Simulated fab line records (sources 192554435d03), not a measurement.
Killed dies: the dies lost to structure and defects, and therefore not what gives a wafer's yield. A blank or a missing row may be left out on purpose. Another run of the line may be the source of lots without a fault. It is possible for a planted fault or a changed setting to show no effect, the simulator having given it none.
Matching of chambers / flow n5 finfet / N5_MOL_CONTACT_COAG_CMP_28 on cmp-03: 4 sister chambers
The step polishes, stops on SiNx, t overpolish 0.85 s, target thk 14.522 nm. 4 wafers are shown with their chamber, then 8 later ones without.

## WAFERS, EACH WITH ITS CHAMBER
wafer=L091.1; chamber=1; motor current A (A)=13.0
wafer=L091.4; chamber=2; motor current A (A)=12.0
wafer=L091.5; chamber=3; motor current A (A)=11.8
wafer=L094.1; chamber=0; motor current A (A)=14.0

## WAFERS WITHOUT THEIR CHAMBER
wafer=L094.2; motor current A (A)=12.0
wafer=L094.6; motor current A (A)=14.4
wafer=L095.3; motor current A (A)=14.0
wafer=L095.5; motor current A (A)=12.0
wafer=L095.6; motor current A (A)=13.3
wafer=L096.1; motor current A (A)=12.3
wafer=L096.4; motor current A (A)=13.4
wafer=L096.6; motor current A (A)=14.6

## WHICH CHAMBER EACH WENT THROUGH
wafer=L094.2; from the rows above=can't be placed: 2 or 3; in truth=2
wafer=L094.6; from the rows above=0; in truth=0
wafer=L095.3; from the rows above=0; in truth=0
wafer=L095.5; from the rows above=can't be placed: 2 or 3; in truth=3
wafer=L095.6; from the rows above=can't be placed: 1 or 0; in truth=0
wafer=L096.1; from the rows above=can't be placed: 2 or 3 or 1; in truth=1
wafer=L096.4; from the rows above=can't be placed: 1 or 0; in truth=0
wafer=L096.6; from the rows above=0; in truth=0
Correct placement for 3 of the 8. Unplaceable from these rows: 5, with the true chamber sitting among the candidates in 5. Number placed wrongly: 0.
How it was worked out, from the rows above alone: a wafer's distance from a chamber is the root of the sum, over the readings, of the square of ((its reading less the chamber's mean) divided by the reading's scatter). If the next closest chamber is less than 2 further off than the closest, the wafer can't be placed; otherwise it belongs to the closest. Each chamber's mean is taken over the wafers shown for it. The scatter: with one shown wafer a chamber, the root of the mean of the squares of how far each hidden wafer lies from its nearest shown one.
